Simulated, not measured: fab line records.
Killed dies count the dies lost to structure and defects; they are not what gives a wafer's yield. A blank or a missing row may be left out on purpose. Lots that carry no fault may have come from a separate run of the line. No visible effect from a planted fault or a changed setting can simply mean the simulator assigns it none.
One fault seen from 3 desks / flow n5 finfet / every desk sees just its own numbers, and what lay behind them comes last

THE DEFECT DESK
Lot by lot, what the route's inspections counted, given as the mean of those sampled wafers with a number. Any lot whose mean is over 4 standard deviations away from the usual mean is out of limits and marked OUT; that distance is given in the brackets.
Columns: A = raw defect count at N5_BEOL_M0_CUTY_INSPECT_59, usual 2.0
lot=L953; first seen here=day 6 09:39; A=1.0
lot=L955; first seen here=day 6 18:44; A=0.5
lot=L963; first seen here=day 8 19:29; A=1.0
lot=L964; first seen here=day 8 22:31; A=1.0
lot=L971; first seen here=day 10 22:37; A=3.0
lot=L973; first seen here=day 11 05:08; A=2.3
This desk's finding: nothing out of limits on any of the 6 lots.

AT THE TOOL OWNER'S DESK: rie diel-06
The tool's own readings at N5_BEOL_M0_CUTY_DESCUM_61 (chemistry O2, time 7.9 s): means of the sampled wafers that have a number, for each lot that ran on this tool. Any lot whose mean is over 4 standard deviations away from the usual mean is out of limits and marked OUT; that distance is given in the brackets.
Columns: A = drypump motor current A at N5_BEOL_M0_CUTY_DESCUM_61, usual 5.8 A; B = oes product au at N5_BEOL_M0_CUTY_DESCUM_61, usual 0.79 a.u.; C = rf vpp V at N5_BEOL_M0_CUTY_DESCUM_61, usual 243.4 V; D = showerhead plenum p Torr at N5_BEOL_M0_CUTY_DESCUM_61, usual 2.11 Torr; E = throttle valve pct at N5_BEOL_M0_CUTY_DESCUM_61, usual 20.51 %
lot=L953; first seen here=day 6 09:41; A=6.1; B=0.80; C=243.3; D=2.08; E=20.67
lot=L955; first seen here=day 6 18:52; A=5.6; B=0.81; C=243.7; D=2.12; E=20.38
lot=L971; first seen here=day 10 22:41; A=6.0; B=0.78; C=242.4; D=2.07; E=20.64
lot=L973; first seen here=day 11 05:10; A=5.5; B=0.81; C=242.5; D=2.08; E=20.42
This desk's finding: nothing out of limits on any of the 4 lots.

METROLOGY DESK
Lot by lot, what the gauges showed, no matter which tool ran the lot: averages of those sampled wafers that carry a number. Any lot whose mean is over 4 standard deviations away from the usual mean is out of limits and marked OUT; that distance is given in the brackets. Readings shown: 7 of its 12, picked as those furthest out on some lot.
Columns: A = cd nm at N5_BEOL_M0_CUTY_CD_MEAS_57, usual 199.6 nm; B = DIBL_N at N5_BEOL_M4_RC_MEAS_101, usual 36.3 mV/V; C = IOFF_N at N5_BEOL_M4_RC_MEAS_101, usual 0.157 nA/um; D = IOFF_P at N5_BEOL_M4_RC_MEAS_101, usual 0.22 nA/um; E = ION_N at N5_BEOL_M4_RC_MEAS_101, usual 675 uA/um; F = VT_N at N5_BEOL_M4_RC_MEAS_101, usual 249.8 mV; G = VT_P at N5_BEOL_M4_RC_MEAS_101, usual -249 mV
lot=L953; first seen here=day 6 09:35; A=199.1; B=36.2; C=0.155; D=0.19; E=678; F=249.3; G=-251
lot=L955; first seen here=day 6 18:41; A=200.3; B=36.4; C=0.168; D=0.24; E=683; F=249.2; G=-248
lot=L963; first seen here=day 8 19:26; A=197.7; B=36.7; C=0.179; D=0.25; E=688; F=246.2; G=-246
lot=L964; first seen here=day 8 22:28; A=198.1; B=35.1; C=0.156; D=0.20; E=674; F=248.6; G=-252
lot=L971; first seen here=day 10 22:34; A=200.5; B=36.8; C=0.171; D=0.24; E=675; F=247.1; G=-246
lot=L973; first seen here=day 11 05:05; A=199.1; B=36.7; C=0.163; D=0.27; E=672; F=249.1; G=-245
This desk's finding: nothing out of limits on any of the 6 lots.

PUT TOGETHER
The defect desk saw nothing out of limits.
The tool owner's desk saw nothing out of limits.
From the metrology desk's view, nothing was out of limits.

WHAT THE SIMULATOR HAD INSERTED
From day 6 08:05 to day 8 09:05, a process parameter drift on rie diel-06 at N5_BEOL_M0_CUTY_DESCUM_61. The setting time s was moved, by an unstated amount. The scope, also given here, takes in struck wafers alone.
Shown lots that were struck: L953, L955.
